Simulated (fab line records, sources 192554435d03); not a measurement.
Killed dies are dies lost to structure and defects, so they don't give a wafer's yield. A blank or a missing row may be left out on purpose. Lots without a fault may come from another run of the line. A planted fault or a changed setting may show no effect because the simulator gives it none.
Chamber matching | flow n5_finfet | N5_BEOL_M14_CMP_49 on cmp-01: 4 sister chambers
The step polishes, stops on SiO2, t overpolish 5.2 s, target thk 560 nm. 18 wafers are shown with their chamber, then 9 later ones without.

WAFERS WITH THEIR CHAMBER
wafer  | chamber | motor_current_A (A) | barrier_field_endpoint_s (s) | time_to_endpoint_s (s)
L735.1 | 2       | 7.5                 | 11.08                        | 119
L735.4 | 3       | 7.5                 | 11.31                        | 128
L735.6 | 3       | 7.8                 | 11.39                        | 126
L736.2 | 3       | 7.5                 | 11.11                        | 118
L736.5 | 3       | 8.0                 | 11.09                        | 118
L736.6 | 0       | 8.6                 | 11.31                        | 120
L734.2 | 3       | 8.0                 | 11.46                        | 118
L734.5 | 3       | 7.9                 | 11.50                        | 120
L734.6 | 0       | 8.8                 | 11.65                        | 122
L737.1 | 3       | 7.9                 | 11.72                        | 126
L737.3 | 0       | 8.5                 | 11.81                        | 129
L737.5 | 0       | 8.2                 | 11.56                        | 125
L739.1 | 2       | 7.2                 | 11.22                        | 117
L739.3 | 3       | 7.9                 | 11.56                        | 124
L739.4 | 1       | 9.9                 | 11.56                        | 122
L742.1 | 1       | 9.4                 | 11.32                        | 121
L742.5 | 3       | 7.6                 | 11.59                        | 124
L742.6 | 0       | 8.0                 | 11.59                        | 123

SIGNATURES (means of the wafers above)
reading                  | chamber 0 | chamber 1 | chamber 2 | chamber 3 | scatter within a chamber
motor_current_A          | 8.420     | 9.650     | 7.350     | 7.789     | 0.255
barrier_field_endpoint_s | 11.5840   | 11.4400   | 11.1500   | 11.4144   | 0.195
time_to_endpoint_s       | 123.80    | 121.50    | 118.00    | 122.44    | 3.54
Rule: a wafer's distance from a chamber is the root of the sum, over the readings, of the square of ((its reading less the chamber's mean) divided by the reading's scatter). The wafer belongs to the nearest chamber; if the next one is less than 2 further off, it can't be placed. The scatter: the root of (the sum of the squares of (reading less its chamber's mean) over the shown wafers, divided by (wafers less chambers)).

WAFERS WITHOUT THEIR CHAMBER
wafer  | motor_current_A (A) | barrier_field_endpoint_s (s) | time_to_endpoint_s (s)
L745.1 | 6.8                 | 11.51                        | 121
L745.2 | 9.0                 | 11.79                        | 129
L745.5 | 7.9                 | 11.46                        | 124
L752.2 | 8.4                 | 11.36                        | 122
L752.5 | 7.6                 | 11.62                        | 121
L752.6 | 7.1                 | 11.48                        | 120
L754.1 | 8.4                 | 11.57                        | 126
L754.3 | 7.0                 | 11.26                        | 120
L754.4 | 9.6                 | 11.52                        | 123

WHICH CHAMBER EACH WENT THROUGH
wafer  | from the rows above          | in truth
L745.1 | can't be placed: 2 or 3      | 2
L745.2 | can't be placed: 0 or 1      | 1
L745.5 | can't be placed: 3 or 0      | 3
L752.2 | can't be placed: 0 or 3      | 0
L752.5 | can't be placed: 3 or 2 or 0 | 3
L752.6 | can't be placed: 2 or 3      | 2
L754.1 | 0                            | 0
L754.3 | can't be placed: 2 or 3      | 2
L754.4 | 1                            | 1
Placed correctly: 2 of 9. Can't be placed from these rows: 7 (the true chamber is among the candidates in 7). Placed wrongly: 0.
